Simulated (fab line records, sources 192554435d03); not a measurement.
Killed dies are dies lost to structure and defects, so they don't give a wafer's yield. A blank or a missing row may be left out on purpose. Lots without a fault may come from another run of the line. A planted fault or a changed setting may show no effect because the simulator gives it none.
fab line records | flow n5_finfet
record lots=4 wafers=12 last_day=17
route steps=1938 shown WELL_APT@20 PMOS_HMC_CHANNEL_EPI@57 BEOL_M4@1111 PASSIVATION@1936
lots that met no fault: from a run of the same line without faults
start_h: hours from the record's first day to the start of the lot's first wafer shown | wait_h: hours since the lot's step before | " the same as in the row above | L1.1+2: a row that stands for several wafers | - no value, or no start given | * or withheld: withheld | < > ~ a bound
route shown NAME@n: a module of which the file shows steps, and the number in the route of the first | usual: mean/standard deviation of fault-free wafers | same: alike in all rows | chamber/n: place in a boat | sites: the reading at each site | _std_site: their standard deviation | _edge_site: outer sites' mean less inner sites' | radius_mm: how far each site lies from the wafer's centre | mask NAME#n: copy n | behind: the tool/chamber that last shaped the wafer | hold: why the lot was held/for how many hours/how that ended | device: the transistor (n, p or np) that didn't switch | end of line: the same wafers' tests at the end of the route | a step without rows: its recipe alone | killed: dies lost to structure and defects at the first sort, not the wafer's yield | map: a wafer's dies, x killed, . not, _ none there
set.NAME: the setting as run; set.NAME@STEP: as run at that earlier step | model.NAME: the simulator's own value behind a step, which no gauge read
lots at some steps of the route; a table a step, a row a wafer
services: from which hour (start_h, from the record's first day; less than 0 if before it) a tool's chamber was out of use, for how many hours, and why
## steps
# step N5_WELL_APT_HMDS_01
# recipe time_s=60 temp_c=120
# step N5_WELL_APT_COAT_02
# recipe spin_rpm=1357 resist_thk_nm=950
# step N5_WELL_APT_EBR_04
# recipe solvent=PGMEA ebr_width_mm=1.5
# step N5_WELL_APT_SOFTBAKE_03
# recipe temp_c=130 time_s=60
# step N5_WELL_APT_EXPOSE_05
# recipe mask_id=NWELL na=0.8 source_shape=conventional sigma_outer=0.8 polarization=unpolarized defocus_nm=0 target_cd_nm=200 dose_mj=20.3
# step N5_WELL_APT_PEB_06
# recipe peb_temp_c=130 peb_time_s=90
# step N5_WELL_APT_DEVELOP_07
# recipe develop_time_s=45 rinse_liquid=surfactant_rinse dry=air_spin dev_temp_c=21
# step N5_WELL_APT_HARDBAKE_12
# recipe temp_c=130 time_s=120
# step N5_WELL_APT_DESCUM_13
# recipe chemistry=O2 time_s=7.9 source_power_w=50 bias_power_w=20 pressure_mtorr=20 rf_frequency_hz=2.712e+07 temp_c=40 o2_flow_sccm=225
# step N5_WELL_APT_IMPLANT_14
# recipe species=P energy_kev=160 dose_cm2=1.5e+13 tilt_deg=0 rotation_deg=0
# usual beam_energy_keV=160.02/0.044 dose_ions_cm2=1.5001e+13/1.9e+10 faraday_current_uA=190/3.6
# columns lot.wafer tool chamber start_h wait_h beam_energy_keV dose_ions_cm2 faraday_current_uA
L106.1 implanter-02 0 43.79 0.1 160.01 1.5005e+13 196
L106.4 " 0 " " 160.03 1.4951e+13 184
L106.5 " 0 " " 160.00 1.4978e+13 196
L114.1 implanter-02 0 92.68 0.1 159.97 1.678e+13 215
L114.3 " 0 " " 159.96 1.6816e+13 210
L114.6 " 0 " " 160.01 1.6796e+13 216
L116.1 implanter-02 0 104.14 0.1 160.08 1.6801e+13 210
L116.3 " 0 " " 160.06 1.6797e+13 224
L116.4 " 0 " " 159.96 1.6774e+13 214
L122.1 implanter-01 0 139.81 0.1 159.96 1.5005e+13 192
L122.2 " 0 " " 159.98 1.4981e+13 193
L122.3 " 0 " " 160.00 1.4981e+13 186
# step N5_WELL_APT_IMPLANT_15
# recipe species=As energy_kev=25 dose_cm2=1.5e+13 tilt_deg=0 rotation_deg=0
# step N5_WELL_APT_STRIP_16
# recipe chemistry=SPM time_s=900 temp_c=130 h2so4_h2o2_vol_ratio=4 dry=ipa_marangoni
# step N5_WELL_APT_HMDS_18
# recipe time_s=60 temp_c=120
# step N5_WELL_APT_COAT_19
# recipe spin_rpm=1357 resist_thk_nm=950
# step N5_WELL_APT_EBR_21
# recipe solvent=PGMEA ebr_width_mm=1.5
# step N5_WELL_APT_SOFTBAKE_20
# recipe temp_c=130 time_s=60
# step N5_WELL_APT_EXPOSE_22
# recipe mask_id=PWELL na=0.8 source_shape=conventional sigma_outer=0.8 polarization=unpolarized defocus_nm=0 target_cd_nm=200 dose_mj=23.2
# step N5_WELL_APT_PEB_23
# recipe peb_temp_c=130 peb_time_s=90
# step N5_WELL_APT_DEVELOP_24
# recipe develop_time_s=45 rinse_liquid=surfactant_rinse dry=air_spin dev_temp_c=21
# step N5_WELL_APT_HARDBAKE_29
# recipe temp_c=130 time_s=120
# step N5_WELL_APT_DESCUM_30
# recipe chemistry=O2 time_s=7.9 source_power_w=50 bias_power_w=20 pressure_mtorr=20 rf_frequency_hz=2.712e+07 temp_c=40 o2_flow_sccm=225
# step N5_WELL_APT_IMPLANT_31
# recipe species=B energy_kev=60 dose_cm2=1.5e+13 tilt_deg=0 rotation_deg=0
# step N5_WELL_APT_IMPLANT_32
# recipe species=BF2 energy_kev=50 dose_cm2=2e+13 tilt_deg=0 rotation_deg=0
# step N5_WELL_APT_STRIP_33
# recipe chemistry=SPM time_s=900 temp_c=130 h2so4_h2o2_vol_ratio=4 dry=ipa_marangoni
# step N5_WELL_APT_RTA_34
# recipe temp_c=1000 time_s=10 ambient=N2 idle_temp_c=600 ramp_up_c_per_s=150 ramp_down_c_per_s=60 cool_to_c=600
# step N5_WELL_APT_OXIDE_STRIP_42
# recipe chemistry=dHF dilution=25:1 time_s=45 temp_c=25 target=SiO2 target_depth_a=120
# step N5_WELL_APT_PRECLEAN_36
# recipe chemistry=O3/DIW time_s=45 temp_c=22 o3_ppm=10
# step N5_WELL_APT_PRECLEAN_39
# recipe chemistry=dHF time_s=60 dilution=150:1 temp_c=25
# step N5_WELL_APT_SRD_37
# recipe dry=ipa_marangoni do_ppb=5 time_s=30 temp_c=23 rinse_liquid=diw
# step N5_WELL_APT_EPI_41
# recipe material=Si target_thk_a=500 temp_c=650 precursor=SiH4/H2 pressure_torr=20 time_s=297.7
# step N5_PMOS_HMC_CHANNEL_EPI_HM_DEP_34
# recipe material=SiO2 target_thk_a=360 temp_c=400 precursor=TEOS/O2 pressure_torr=6.5 rf_w=900 teos_flow_sccm=161.4 gas=O2 flow_sccm=2650 time_s=6.9
# step N5_PMOS_HMC_CHANNEL_EPI_COAT_31
# recipe resist=BARC temp_c=205 time_s=60 spin_rpm=1500 resist_thk_nm=66
# step N5_PMOS_HMC_CHANNEL_EPI_COAT_03
# recipe resist=CAR-ArF-block spin_rpm=1500 resist_thk_nm=205
# step N5_PMOS_HMC_CHANNEL_EPI_EBR_05
# recipe solvent=PGMEA ebr_width_mm=1.5
# step N5_PMOS_HMC_CHANNEL_EPI_SOFTBAKE_04
# recipe temp_c=110 time_s=60 resist=CAR-ArF-block
# step N5_BEOL_M4_RC_MEAS_101
# usual DIBL_N=36.1/1.3 DIBL_P=36.3/1.4 IOFF_N=0.162/0.024 IOFF_P=0.22/0.033 ION_N=674/9.9 ION_P=464/7.6 RS_NWELL=1038/7.4 SS_N=71.6/0.53 SS_P=73.4/0.55 VT_N=249.4/2.9 VT_P=-249/3.3
# columns lot.wafer tool chamber start_h wait_h DIBL_N[mV/V] DIBL_P[mV/V] IOFF_N[nA/um] IOFF_P[nA/um] ION_N[uA/um] ION_P[uA/um] RS_NWELL[ohm/sq] SS_N[mV/dec] SS_P[mV/dec] VT_N[mV] VT_P[mV]
L106.1 prober-02 0 195.21 0.0 36.7 37.4 0.154 0.18 667 448 1026 71.4 73.4 250.5 -254
L106.4 " 0 " " 36.2 37.0 0.151 0.19 669 452 1037 71.7 73.2 251.4 -258
L106.5 " 0 " " 37.1 37.8 0.165 0.19 665 452 1030 72.2 72.5 249.8 -256
L114.1 prober-01 0 244.39 0.0 37.3 37.9 0.195 0.29 691 474 964 71.4 73.9 248.2 -243
L114.3 " 0 " " 37.5 37.9 0.207 0.28 678 466 974 72.5 73.9 245.2 -245
L114.6 " 0 " " 36.4 38.7 0.196 0.30 685 479 977 71.8 74.1 244.6 -242
L116.1 prober-02 0 255.72 0.0 33.6 34.7 0.129 0.20 663 461 986 70.9 73.1 253.5 -249
L116.3 " 0 " " 35.1 35.0 0.152 0.22 670 466 976 71.6 73.1 249.9 -250
L116.4 " 0 " " 35.0 34.7 0.147 0.21 671 460 980 71.3 73.6 253.3 -248
L122.1 prober-02 0 301.30 0.0 35.8 35.4 0.144 0.22 678 471 1031 71.9 73.1 250.6 -244
L122.2 " 0 " " 36.7 36.2 0.161 0.24 676 466 1045 71.8 72.6 245.9 -245
L122.3 " 0 " " 35.1 34.4 0.132 0.20 668 464 1044 71.1 71.9 250.1 -248
# step N5_PASSIVATION_PROBE_49
# usual defect_limited_yield=91.1/1.5 killed_at_M0_to_M3=36/11 killed_at_M4_up=13/5 killed_at_contacts=13/5 killed_at_front_end=40/12 killed_at_other=3.3/2.3 killed_dies=106/17 killed_on_rim=13/3.7 killed_open=70/13 killed_short=34/7.6 sort_bin_5_function=5.3/0.96 sort_bin_6_memory=3.3/0.66 sort_n_pass=1074/17 sort_yield_pct=91.1/1.5
# same gross_dies=1180 killed_at_back_side=0 sort_bin_4_leakage[%]=0 sort_bin_8_speed[%]=0
# columns lot.wafer tool chamber start_h wait_h defect_limited_yield[%] killed_at_M0_to_M3 killed_at_M4_up killed_at_contacts killed_at_front_end killed_at_other killed_dies killed_on_rim killed_open killed_short sort_bin_5_function[%] sort_bin_6_memory[%] sort_n_pass sort_yield_pct[%]
L114.1 prober-02 - 346.69 0.0 89.5 28 19 12 59 6 124 11 75 42 6.2 3.4 1056 89.5
L114.3 prober-02 - 346.79 0.1 91.2 28 9 8 54 5 104 18 78 26 4.7 3.8 1076 91.2
L114.6 prober-02 - 346.94 0.3 90.5 25 14 11 60 2 112 14 79 33 5.7 3.6 1068 90.5
L116.1 prober-01 - 364.85 0.0 88.5 40 9 18 69 0 136 19 91 45 6.9 4.2 1044 88.5
L116.3 prober-01 - 364.95 0.1 91.3 39 9 12 41 2 103 13 75 28 6.0 2.5 1077 91.3
L116.4 prober-01 - 365.00 0.2 88.7 29 10 27 66 1 133 12 95 33 6.2 4.5 1047 88.7
L122.1 prober-01 - 416.21 0.0 90.6 28 19 12 45 7 111 10 77 34 5.7 3.6 1069 90.6
L122.2 prober-01 - 416.26 0.1 90.1 30 6 11 66 4 117 12 81 31 6.5 2.9 1063 90.1
L122.3 prober-01 - 416.31 0.1 93.0 23 12 7 41 0 83 7 51 29 3.9 2.5 1097 93.0
# killed by level:class
L114.1 FIN_SAQP:geometric_particle:open=18 GATE_CUT:geometric_particle:short=10 FIN_SAQP:geometric_particle:short=8 STI_FIN_REVEAL:geometric_particle:open=7 MOL_CONTACT_COAG:geometric_particle:open=7 BEOL_M0_SAQP:geometric_particle:short=7 BEOL_M0_SAQP:geometric_particle:open=7 BEOL_M4:geometric_particle:open=7
L114.3 FIN_SAQP:geometric_particle:open=22 STI_FIN_REVEAL:geometric_particle:open=9 BEOL_M2:geometric_particle:open=7 MOL_CONTACT_COAG:geometric_particle:open=6 BEOL_M0_SAQP:geometric_particle:open=5 BEOL_M0_SAQP:geometric_particle:short=5 BEOL_M4:geometric_particle:open=5 STARTING-WAFER:geometric_particle:short=5
L114.6 FIN_SAQP:geometric_particle:open=28 BEOL_M2:geometric_particle:open=10 BEOL_M0_SAQP:geometric_particle:short=9 MOL_CONTACT_COAG:geometric_particle:open=8 FIN_SAQP:geometric_particle:short=7 STI_FIN_REVEAL:geometric_particle:open=5 DUMMY_GATE:geometric_particle:open=4 BEOL_M5:geometric_particle:open=4
L116.1 FIN_SAQP:geometric_particle:open=23 FIN_SAQP:geometric_particle:short=19 MOL_CONTACT_COAG:geometric_particle:open=16 BEOL_M0_SAQP:geometric_particle:open=12 STI_FIN_REVEAL:geometric_particle:open=11 BEOL_M0_SAQP:geometric_particle:short=8 BEOL_M3:geometric_particle:open=5 BEOL_M2:geometric_particle:open=5
L116.3 BEOL_M0_SAQP:geometric_particle:open=15 DUMMY_GATE:geometric_particle:open=13 MOL_CONTACT_COAG:geometric_particle:open=11 FIN_SAQP:geometric_particle:short=7 FIN_SAQP:geometric_particle:open=6 BEOL_M3:geometric_particle:open=6 BEOL_M1:geometric_particle:open=5 BEOL_M1:geometric_particle:short=5
L116.4 FIN_SAQP:geometric_particle:open=25 MOL_CONTACT_COAG:geometric_particle:open=24 FIN_SAQP:geometric_particle:short=11 BEOL_M0_SAQP:geometric_particle:short=8 BEOL_M0_SAQP:geometric_particle:open=8 DUMMY_GATE:geometric_particle:open=7 STI_FIN_REVEAL:geometric_particle:open=5 HKMG_FIN:area_etch=5
L122.1 FIN_SAQP:geometric_particle:open=14 FIN_SAQP:geometric_particle:short=11 MOL_CONTACT_COAG:geometric_particle:open=10 BEOL_M2:geometric_particle:open=9 BEOL_M4:geometric_particle:open=8 STI_FIN_REVEAL:geometric_particle:open=6 DUMMY_GATE:geometric_particle:open=6 BEOL_M3:geometric_particle:open=6
L122.2 STI_FIN_REVEAL:geometric_particle:open=18 FIN_SAQP:geometric_particle:open=13 BEOL_M2:geometric_particle:open=11 MOL_CONTACT_COAG:geometric_particle:open=10 DUMMY_GATE:geometric_particle:open=7 BEOL_M4:geometric_particle:open=5 HKMG_FIN:area_etch=5 FIN_SAQP:geometric_particle:short=4
L122.3 FIN_SAQP:geometric_particle:open=8 FIN_SAQP:geometric_particle:short=8 STI_FIN_REVEAL:geometric_particle:open=7 BEOL_M3:geometric_particle:open=6 BEOL_M2:geometric_particle:open=6 BEOL_M4:geometric_particle:open=6 DUMMY_GATE:geometric_particle:open=5 MOL_CONTACT_COAG:geometric_particle:open=4
## services
# columns tool chamber start_h hours kind
implanter-01 - 34.66 3.6 repair
implanter-02 - 74.06 3.4 repair
implanter-02 - 108.52 1.0 repair
implanter-02 - 135.46 4.4 repair
## key
first_sign step=N5_WELL_APT_IMPLANT_14 reading=dose_ions_cm2 direction=up sigmas=94 usual=1.5001e+13 struck=1.6794e+13
effect step=N5_WELL_APT_IMPLANT_14 reading=faraday_current_uA direction=up sigmas=6.8 usual=190 struck=215
effect step=N5_BEOL_M4_RC_MEAS_101 reading=RS_NWELL direction=down sigmas=8.4 usual=1038 struck=976
met_at N5_WELL_APT_IMPLANT_14
struck_wafers L114.1,L114.3,L114.6,L116.1,L116.3,L116.4
onset_between 43.79 92.68
fault kind=process_parameter_drift tool=implanter-02 chamber=- onset_h=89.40 steps=N5_WELL_APT_IMPLANT_14 channel=dose_cm2 offset=1.8022e+12 shape=step end_h=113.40 acts_in=these_recipes_only stated=1.5e+13
